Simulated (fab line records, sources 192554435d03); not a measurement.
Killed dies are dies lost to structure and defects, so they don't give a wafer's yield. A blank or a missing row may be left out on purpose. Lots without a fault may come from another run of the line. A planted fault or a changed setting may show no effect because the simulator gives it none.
Chamber matching | flow n5_finfet | N5_BEOL_M5_DESCUM_16 on rie_diel-06: 4 sister chambers
The step chemistry O2, time 7 s. 14 wafers are shown with their chamber, then 7 later ones without.

WAFERS WITH THEIR CHAMBER
wafer  | chamber | showerhead_plenum_p_Torr (Torr) | oes_product_au (a.u.) | rf_vpp_V (V)
L077.1 | 1       | 1.98                            | 0.71                  | 240.8
L077.4 | 2       | 2.17                            | 0.76                  | 245.0
L077.5 | 0       | 2.14                            | 0.88                  | 244.2
L078.1 | 3       | 2.07                            | 0.91                  | 241.1
L078.2 | 2       | 2.17                            | 0.76                  | 244.3
L078.3 | 1       | 1.98                            | 0.71                  | 241.2
L080.2 | 3       | 2.07                            | 0.90                  | 243.1
L080.4 | 0       | 2.14                            | 0.87                  | 243.6
L080.5 | 1       | 1.98                            | 0.71                  | 241.6
L079.2 | 0       | 2.14                            | 0.88                  | 242.9
L079.4 | 2       | 2.17                            | 0.75                  | 244.9
L079.6 | 2       | 2.17                            | 0.76                  | 242.8
L083.1 | 3       | 2.06                            | 0.90                  | 241.8
L083.4 | 2       | 2.16                            | 0.75                  | 244.0

SIGNATURES (means of the wafers above)
reading                  | chamber 0 | chamber 1 | chamber 2 | chamber 3 | scatter within a chamber
showerhead_plenum_p_Torr | 2.1400    | 1.9800    | 2.1680    | 2.0667    | 0.00383
oes_product_au           | 0.8767    | 0.7100    | 0.7560    | 0.9033    | 0.00503
rf_vpp_V                 | 243.567   | 241.200   | 244.200   | 242.000   | 0.798
Rule: a wafer's distance from a chamber is the root of the sum, over the readings, of the square of ((its reading less the chamber's mean) divided by the reading's scatter). The wafer belongs to the nearest chamber; if the next one is less than 2 further off, it can't be placed. The scatter: the root of (the sum of the squares of (reading less its chamber's mean) over the shown wafers, divided by (wafers less chambers)).

WAFERS WITHOUT THEIR CHAMBER
wafer  | showerhead_plenum_p_Torr (Torr) | oes_product_au (a.u.) | rf_vpp_V (V)
L083.5 | 1.98                            | 0.72                  | 242.6
L087.1 | 1.98                            | 0.71                  | 242.0
L087.4 | 2.16                            | 0.75                  | 244.3
L087.6 | 2.16                            | 0.75                  | 245.2
L095.1 | 2.12                            | 0.83                  | 243.6
L095.3 | 2.16                            | 0.72                  | 244.1
L095.6 | 2.12                            | 0.82                  | 243.1

WHICH CHAMBER EACH WENT THROUGH
wafer  | from the rows above | in truth
L083.5 | 1                   | 1
L087.1 | 1                   | 1
L087.4 | 2                   | 2
L087.6 | 2                   | 2
L095.1 | 0                   | 0
L095.3 | 2                   | 2
L095.6 | 0                   | 0
Placed correctly: 7 of 7. Can't be placed from these rows: 0. Placed wrongly: 0.
